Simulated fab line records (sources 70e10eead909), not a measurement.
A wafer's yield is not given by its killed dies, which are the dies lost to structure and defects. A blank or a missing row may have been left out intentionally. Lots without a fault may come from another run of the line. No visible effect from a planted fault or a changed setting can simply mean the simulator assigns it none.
2 desks looking at one fault + flow nand_harc + each desk has only its own numbers; what lay behind them comes last

FOR THE TOOL OWNER'S DESK: pecvd-03
The tool's own readings at NHARC_P_M2_DEP_33 (deposits SiCN, target thk 30 nm): means of the sampled wafers that have a number, for each lot that ran on this tool. Any lot whose mean is over 4 standard deviations away from the usual mean is out of limits and marked OUT; that distance is given in the brackets.
Columns: A = chamber_pressure_Torr at NHARC_P_M2_DEP_33, usual 2.999 Torr; B = heater_power_w at NHARC_P_M2_DEP_33, usual 566 W
| lot  | first seen here | A     | B   |
|------|-----------------|-------|-----|
| L606 | day 7 09:16     | 3.001 | 586 |
| L607 | day 7 10:01     | 2.998 | 675 |
| L608 | day 8 07:12     | 2.998 | 528 |
| L611 | day 8 18:22     | 2.989 | 577 |
| L620 | day 11 00:08    | 3.006 | 559 |
| L623 | day 11 16:25    | 3.003 | 493 |
Finding of this desk: none of the 6 lots has anything out of limits.

FROM THE METROLOGY DESK
Means of the sampled wafers that have a number, per lot and without regard to the tool the lot ran on: this is what the gauges read. Any lot whose mean is over 4 standard deviations away from the usual mean is out of limits and marked OUT; that distance is given in the brackets.
Columns: A = cd_nm at NHARC_THIN_TSV_CD_MEAS_16, usual 998.3 nm; B = cd_nm at NHARC_THIN_TSV_CD_MEAS_37, usual 4998 nm
| lot  | first seen here | A      | B    |
|------|-----------------|--------|------|
| L602 | day 19 00:34    | 996.8  | 4997 |
| L604 | day 19 01:37    | 998.6  | 4997 |
| L606 | day 19 06:54    | 997.7  | 4997 |
| L607 | day 19 23:15    | 1002.1 | 5006 |
| L608 | day 20 19:07    | 996.9  | 4997 |
| L611 | day 21 08:02    | 1001.0 | 5000 |
| L614 | day 21 23:18    | 1001.1 | 5004 |
| L613 | day 22 06:49    | 997.5  | 4997 |
| L616 | day 23 02:06    | 997.9  | 4994 |
| L615 | day 23 03:16    | 997.1  | 4995 |
| L623 | day 24 09:02    | 997.2  | 5000 |
| L620 | day 24 13:56    | 996.8  | 4995 |
| L624 | day 24 14:55    | 1003.6 | 5006 |
Finding of this desk: none of the 13 lots has anything out of limits.

TAKEN TOGETHER
Nothing out of limits was seen by the tool owner's desk.
Metrology desk: nothing out of limits seen.

WHAT THE SIMULATOR HAD PUT IN
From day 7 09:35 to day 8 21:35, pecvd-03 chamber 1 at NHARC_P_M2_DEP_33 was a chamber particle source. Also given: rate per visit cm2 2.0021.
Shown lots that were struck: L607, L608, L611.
